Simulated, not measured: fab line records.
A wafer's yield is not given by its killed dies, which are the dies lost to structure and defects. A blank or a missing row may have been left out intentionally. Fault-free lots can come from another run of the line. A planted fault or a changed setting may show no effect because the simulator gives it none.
Which of the tools did it?    flow n5Finfet    72 wafers from 24 lots sampled at 2 of the route's 1938 steps

== WHAT EACH GAUGE READ, for each wafer ==
N5_BEOL_M7_RS_MEAS_57: a four-point-probe measurement. Usual: for M7_RS the level is 0.289 ohm/sq and the standard deviation is 0.0093.
lot   measured      on            M7_RS (ohm/sq)     flag
L075  day 9 00:29   filmMetro-01  0.306 0.300 0.306  
L074  day 9 15:23   filmMetro-02  0.289 0.281 0.291  
L076  day 9 16:11   filmMetro-01  0.308 0.287 0.294  
L077  day 9 16:10   filmMetro-01  0.280 0.290 0.299  
L078  day 10 07:17  filmMetro-01  0.300 0.302 0.291  
L079  day 10 07:02  filmMetro-02  0.286 0.285 0.289  
L080  day 10 14:32  filmMetro-02  0.300 0.298 0.292  
L081  day 10 18:01  filmMetro-02  0.289 0.288 0.296  
L082  day 10 20:44  filmMetro-01  0.298 0.281 0.299  
L083  day 11 01:48  filmMetro-02  0.292 0.280 0.269  
L084  day 11 16:59  filmMetro-01  0.290 0.289 0.281  
L085  day 11 21:23  filmMetro-02  0.298 0.286 0.290  
L086  day 12 06:45  filmMetro-02  0.292 0.293 0.299  
L087  day 13 03:14  filmMetro-01  0.297 0.291 0.296  
L089  day 13 05:20  filmMetro-01  0.282 0.287 0.284  
L088  day 13 07:32  filmMetro-01  0.296 0.302 0.302  
L090  day 13 12:31  filmMetro-01  0.288 0.272 0.280  
L091  day 13 14:57  filmMetro-01  0.286 0.291 0.279  
L093  day 14 00:50  filmMetro-01  0.273 0.282 0.274  
L094  day 14 05:20  filmMetro-01  0.279 0.271 0.284  
L092  day 14 05:52  filmMetro-01  0.281 0.289 0.288  
L095  day 14 14:48  filmMetro-01  0.284 0.275 0.291  
L096  day 14 22:06  filmMetro-02  0.281 0.292 0.302  
L097  day 15 01:16  filmMetro-01  0.275 0.281 0.279  

== EACH LOT AND THE TOOL THAT RAN IT (in order: tool; ch and the chambers of the sampled wafers; start) ==
lot   N5_BEOL_M7_HM_DEP_02
L075  pvdSputter-02, day 8 17:22
L074  pvdSputter-03, day 9 08:40
L076  pvdSputter-03, day 9 10:56
L077  pvdSputter-03, day 9 11:13
L078  pvdSputter-01, day 9 22:43
L079  pvdSputter-02, day 10 00:23
L080  pvdSputter-03, day 10 09:58
L081  pvdSputter-02, day 10 13:22
L082  pvdSputter-01, day 10 13:47
L083  pvdSputter-03, day 10 19:32
L084  pvdSputter-01, day 11 09:21
L085  pvdSputter-03, day 11 15:13
L086  pvdSputter-02, day 11 23:55
L087  pvdSputter-02, day 12 21:02
L089  pvdSputter-03, day 13 00:52
L088  pvdSputter-02, day 13 01:07
L090  pvdSputter-02, day 13 06:35
L091  pvdSputter-02, day 13 09:34
L093  pvdSputter-02, day 13 19:32
L094  pvdSputter-03, day 13 23:44
L092  pvdSputter-02, day 14 00:00
L095  pvdSputter-02, day 14 07:40
L096  pvdSputter-01, day 14 16:38
L097  pvdSputter-03, day 14 19:22
- N5_BEOL_M7_HM_DEP_02: deposits TiN, target thk 20 nm.

== WHAT THE TOOLS THEMSELVES READ (means of the sampled wafers that have a number; where no wafer has one, the mark that the record gives instead) ==
N5_BEOL_M7_HM_DEP_02. Usual: throttleValvePct 29.9 %, standard deviation 1.1.
lot   tool           throttleValvePct (%)  flag
L075  pvdSputter-02  29.7                  
L074  pvdSputter-03  31.0                  
L076  pvdSputter-03  30.0                  
L077  pvdSputter-03  30.6                  
L078  pvdSputter-01  31.3                  
L079  pvdSputter-02  29.4                  
L080  pvdSputter-03  30.8                  
L081  pvdSputter-02  29.4                  
L082  pvdSputter-01  30.7                  
L083  pvdSputter-03  28.8                  
L084  pvdSputter-01  30.5                  
L085  pvdSputter-03  30.2                  
L086  pvdSputter-02  29.5                  
L087  pvdSputter-02  28.6                  
L089  pvdSputter-03  30.1                  
L088  pvdSputter-02  29.8                  
L090  pvdSputter-02  28.9                  
L091  pvdSputter-02  29.9                  
L093  pvdSputter-02  29.8                  
L094  pvdSputter-03  30.9                  
L092  pvdSputter-02  29.8                  
L095  pvdSputter-02  29.3                  
L096  pvdSputter-01  29.4                  
L097  pvdSputter-03  29.6                  

== THE ANSWER, worked out from the rows above alone ==
Rule: take the mean of a lot's wafers that have a number; if it is more than 3 standard deviations from the usual mean, the lot is off. A lot without any number at a reading at which 4 lots or more have one is off too. Any other lot the step has rows for is counted as sound. Order of review: gauges by route order, followed by the tools' own readings, for which a lot's mean as printed above is used. The first step at which some lot is off is used, and at that step the reading that is off furthest; a lot without a number counts as furthest.
Across all readings shown, no lot is off: no conclusion can be drawn from this.

== WHAT THE SIMULATOR HAD INSERTED ==
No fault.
